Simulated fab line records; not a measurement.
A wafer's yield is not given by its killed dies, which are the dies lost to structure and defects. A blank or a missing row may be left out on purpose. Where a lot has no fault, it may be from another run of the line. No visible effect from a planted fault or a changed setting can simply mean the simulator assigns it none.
Chamber matching    flow nand harc    4 sister chambers for NHARC_P_ZERO_WELL_DESCUM_13 on rie diel-05
The step chemistry O2, time 3 s. 4 wafers are shown with their chamber, then 7 later ones without.

## WAFERS, EACH WITH ITS CHAMBER
wafer   chamber  drypump motor current A (A)
L086.6  1        6.1
L087.5  2        6.1
L087.6  0        5.9
L089.3  3        5.8

## WAFERS MISSING THEIR CHAMBER
wafer   drypump motor current A (A)
L089.5  5.8
L092.1  6.2
L092.5  6.0
L092.6  5.8
L097.1  6.0
L097.5  6.1
L097.6  6.1

## WHICH CHAMBER EACH WENT THROUGH
wafer   from the rows above                in truth
L089.5  can't be placed: 3 or 0            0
L092.1  can't be placed: 1 or 2            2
L092.5  can't be placed: 0 or 1 or 2 or 3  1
L092.6  can't be placed: 3 or 0            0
L097.1  can't be placed: 0 or 1 or 2 or 3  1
L097.5  can't be placed: 1 or 2            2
L097.6  can't be placed: 1 or 2            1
Correct placement for 0 of the 7. From these rows, 7 cannot be placed; in 7 the true chamber is one of the candidates. Number placed wrongly: 0.
How it was worked out, from the rows above alone: a wafer's distance from a chamber is the root of the sum, over the readings, of the square of ((its reading less the chamber's mean) divided by the reading's scatter). If the next closest chamber is less than 2 further off than the closest, the wafer can't be placed; otherwise it belongs to the closest. Each chamber's mean is taken over the wafers shown for it. The scatter: root of mean squared gap, hidden wafer to nearest shown wafer, with one shown wafer a chamber.
